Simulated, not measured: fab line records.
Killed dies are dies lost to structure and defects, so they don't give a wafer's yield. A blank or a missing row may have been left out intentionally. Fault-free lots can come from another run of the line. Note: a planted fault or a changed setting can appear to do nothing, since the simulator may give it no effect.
Split-lot trial / flow n5_finfet / on a route of 1938 steps: 7 lots, 21 wafers read

== ABOUT THE SPLIT ==
At N5_WELL_APT_COAT_02 (resist thk 950 nm), the setting spin_rpm was moved away from the recipe's 1357 rpm on 6 of the 21 wafers read, by -5.1% to +5.7%. The other wafers ran this setting at the recipe's value.

The reading comes from the split's own step.

== THE READING ==
coat_of_WELL_APT_COAT_02.thk_nm (the simulator's own value, which no gauge read), in nm, at N5_WELL_APT_COAT_02 (resist thk 950 nm). There is no usual value for it anywhere in the file. Average 949.2 nm, standard deviation 2.6 nm, over the 15 wafers here run with the recipe.

wafer=L074.2; tool, chamber at the split=litho_track-01, 0; spin_rpm as run, rpm=1434; against the recipe=+5.7%; coat_of_WELL_APT_COAT_02.thk_nm, nm=926.6; against lot-mates on the recipe=-22.7
wafer=L074.3; tool, chamber at the split=litho_track-01, 0; spin_rpm as run, rpm=1357; against the recipe=recipe; coat_of_WELL_APT_COAT_02.thk_nm, nm=948.6; against lot-mates on the recipe=-
wafer=L074.4; tool, chamber at the split=litho_track-01, 0; spin_rpm as run, rpm=1357; against the recipe=recipe; coat_of_WELL_APT_COAT_02.thk_nm, nm=950; against lot-mates on the recipe=-
wafer=L078.2; tool, chamber at the split=litho_track-02, 0; spin_rpm as run, rpm=1305; against the recipe=-3.8%; coat_of_WELL_APT_COAT_02.thk_nm, nm=968.5; against lot-mates on the recipe=+16.1
wafer=L078.3; tool, chamber at the split=litho_track-02, 0; spin_rpm as run, rpm=1357; against the recipe=recipe; coat_of_WELL_APT_COAT_02.thk_nm, nm=952.2; against lot-mates on the recipe=-
wafer=L078.5; tool, chamber at the split=litho_track-02, 0; spin_rpm as run, rpm=1357; against the recipe=recipe; coat_of_WELL_APT_COAT_02.thk_nm, nm=952.5; against lot-mates on the recipe=-
wafer=L081.1; tool, chamber at the split=litho_track-05, 0; spin_rpm as run, rpm=1288; against the recipe=-5.1%; coat_of_WELL_APT_COAT_02.thk_nm, nm=968.9; against lot-mates on the recipe=+25.6
wafer=L081.3; tool, chamber at the split=litho_track-05, 0; spin_rpm as run, rpm=1357; against the recipe=recipe; coat_of_WELL_APT_COAT_02.thk_nm, nm=943.3; against lot-mates on the recipe=-
wafer=L081.4; tool, chamber at the split=litho_track-05, 0; spin_rpm as run, rpm=1288; against the recipe=-5.1%; coat_of_WELL_APT_COAT_02.thk_nm, nm=972.9; against lot-mates on the recipe=+29.6
wafer=L084.1; tool, chamber at the split=litho_track-01, 0; spin_rpm as run, rpm=1357; against the recipe=recipe; coat_of_WELL_APT_COAT_02.thk_nm, nm=950.3; against lot-mates on the recipe=-
wafer=L084.2; tool, chamber at the split=litho_track-01, 0; spin_rpm as run, rpm=1357; against the recipe=recipe; coat_of_WELL_APT_COAT_02.thk_nm, nm=947.1; against lot-mates on the recipe=-
wafer=L084.6; tool, chamber at the split=litho_track-01, 0; spin_rpm as run, rpm=1357; against the recipe=recipe; coat_of_WELL_APT_COAT_02.thk_nm, nm=946.6; against lot-mates on the recipe=-
wafer=L089.2; tool, chamber at the split=litho_track-05, 0; spin_rpm as run, rpm=1357; against the recipe=recipe; coat_of_WELL_APT_COAT_02.thk_nm, nm=949.7; against lot-mates on the recipe=-
wafer=L089.4; tool, chamber at the split=litho_track-05, 0; spin_rpm as run, rpm=1357; against the recipe=recipe; coat_of_WELL_APT_COAT_02.thk_nm, nm=947; against lot-mates on the recipe=-
wafer=L089.6; tool, chamber at the split=litho_track-05, 0; spin_rpm as run, rpm=1357; against the recipe=recipe; coat_of_WELL_APT_COAT_02.thk_nm, nm=946.3; against lot-mates on the recipe=-
wafer=L091.2; tool, chamber at the split=litho_track-01, 0; spin_rpm as run, rpm=1357; against the recipe=recipe; coat_of_WELL_APT_COAT_02.thk_nm, nm=952.8; against lot-mates on the recipe=-
wafer=L091.3; tool, chamber at the split=litho_track-01, 0; spin_rpm as run, rpm=1432; against the recipe=+5.5%; coat_of_WELL_APT_COAT_02.thk_nm, nm=925; against lot-mates on the recipe=-27.8
wafer=L091.5; tool, chamber at the split=litho_track-01, 0; spin_rpm as run, rpm=1432; against the recipe=+5.5%; coat_of_WELL_APT_COAT_02.thk_nm, nm=926.2; against lot-mates on the recipe=-26.6
wafer=L097.1; tool, chamber at the split=litho_track-05, 0; spin_rpm as run, rpm=1357; against the recipe=recipe; coat_of_WELL_APT_COAT_02.thk_nm, nm=950.8; against lot-mates on the recipe=-
wafer=L097.4; tool, chamber at the split=litho_track-05, 0; spin_rpm as run, rpm=1357; against the recipe=recipe; coat_of_WELL_APT_COAT_02.thk_nm, nm=951.8; against lot-mates on the recipe=-
wafer=L097.5; tool, chamber at the split=litho_track-05, 0; spin_rpm as run, rpm=1357; against the recipe=recipe; coat_of_WELL_APT_COAT_02.thk_nm, nm=949.6; against lot-mates on the recipe=-

FIT RESULTS
A straight line over all 21 wafers: coat_of_WELL_APT_COAT_02.thk_nm changes by -4.29 nm for each +1% of spin_rpm; r = -0.98; the points scatter about the line by 2.5 nm.
The same after taking each lot's own level away (the mean of its wafers on the recipe; 21 wafers): -4.84 nm for each +1%; r = -0.99; scatter 1.9 nm.
That fit puts the effect of the largest move of spin_rpm on the reading at 27 nm.
Across the lots, their own levels run from 943.30 to 952.80 nm, a range of 3.6 times the standard deviation given above.
Thus the slope moves with the lot-to-lot level: the two fits are different.
Check: -28.5 nm against its lot-mates is what the line predicts for one of the wafers moved furthest among these (+5.7%) when that wafer is left out of the fit. Against them it came out at -22.7 nm.

== THE FILE'S OWN FIT ==
coat_of_WELL_APT_COAT_02.thk_nm changes by -4.67 nm for each +1% of spin_rpm, r = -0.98.
